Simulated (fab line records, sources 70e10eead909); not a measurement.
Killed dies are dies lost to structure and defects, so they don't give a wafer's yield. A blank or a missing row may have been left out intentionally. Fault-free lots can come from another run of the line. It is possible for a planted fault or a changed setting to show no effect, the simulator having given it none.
Chamber matching / flow nand-harc / 4 sister chambers for NHARC_A_CHANNEL_HOLE_D2_ETCH_44 on rie-diel-05
The step etches the open film in CF4/O2, target depth 140 nm, overetch 14 nm, time 77 s. 8 wafers are shown with their chamber, then 8 later ones without.

EACH WAFER AND ITS CHAMBER
wafer=L075.4; chamber=2; showerhead-plenum-p-Torr (Torr)=1.42; drypump-motor-current-A (A)=5.0
wafer=L082.4; chamber=2; showerhead-plenum-p-Torr (Torr)=1.41; drypump-motor-current-A (A)=5.0
wafer=L082.6; chamber=0; showerhead-plenum-p-Torr (Torr)=1.37; drypump-motor-current-A (A)=5.1
wafer=L084.1; chamber=1; showerhead-plenum-p-Torr (Torr)=1.27; drypump-motor-current-A (A)=5.8
wafer=L085.2; chamber=0; showerhead-plenum-p-Torr (Torr)=1.37; drypump-motor-current-A (A)=5.0
wafer=L085.4; chamber=3; showerhead-plenum-p-Torr (Torr)=1.33; drypump-motor-current-A (A)=6.0
wafer=L085.6; chamber=1; showerhead-plenum-p-Torr (Torr)=1.27; drypump-motor-current-A (A)=5.8
wafer=L093.2; chamber=3; showerhead-plenum-p-Torr (Torr)=1.33; drypump-motor-current-A (A)=6.0

WAFERS WITHOUT THEIR CHAMBER
wafer=L093.3; showerhead-plenum-p-Torr (Torr)=1.27; drypump-motor-current-A (A)=5.8
wafer=L093.6; showerhead-plenum-p-Torr (Torr)=1.37; drypump-motor-current-A (A)=5.1
wafer=L095.2; showerhead-plenum-p-Torr (Torr)=1.32; drypump-motor-current-A (A)=6.1
wafer=L095.3; showerhead-plenum-p-Torr (Torr)=1.41; drypump-motor-current-A (A)=4.9
wafer=L095.6; showerhead-plenum-p-Torr (Torr)=1.37; drypump-motor-current-A (A)=5.1
wafer=L096.3; showerhead-plenum-p-Torr (Torr)=1.32; drypump-motor-current-A (A)=6.1
wafer=L096.4; showerhead-plenum-p-Torr (Torr)=1.26; drypump-motor-current-A (A)=5.8
wafer=L096.5; showerhead-plenum-p-Torr (Torr)=1.41; drypump-motor-current-A (A)=5.0

WHICH CHAMBER EACH WENT THROUGH
wafer=L093.3; from the rows above=1; in truth=1
wafer=L093.6; from the rows above=0; in truth=0
wafer=L095.2; from the rows above=3; in truth=3
wafer=L095.3; from the rows above=2; in truth=2
wafer=L095.6; from the rows above=0; in truth=0
wafer=L096.3; from the rows above=3; in truth=3
wafer=L096.4; from the rows above=1; in truth=1
wafer=L096.5; from the rows above=2; in truth=2
Correct placement for 8 of the 8. From these rows, 0 cannot be placed. Placed wrongly: 0.
How it was worked out, from the rows above alone: a wafer's distance from a chamber is the root of the sum, over the readings, of the square of ((its reading less the chamber's mean) divided by the reading's scatter). The wafer belongs to the nearest chamber; if the next one is less than 2 further off, it can't be placed. For every chamber, the mean is computed from those of its wafers that are shown. The scatter is the square root of a quotient: the sum, over the shown wafers, of each reading's squared deviation from its chamber's mean, divided by wafers minus chambers.
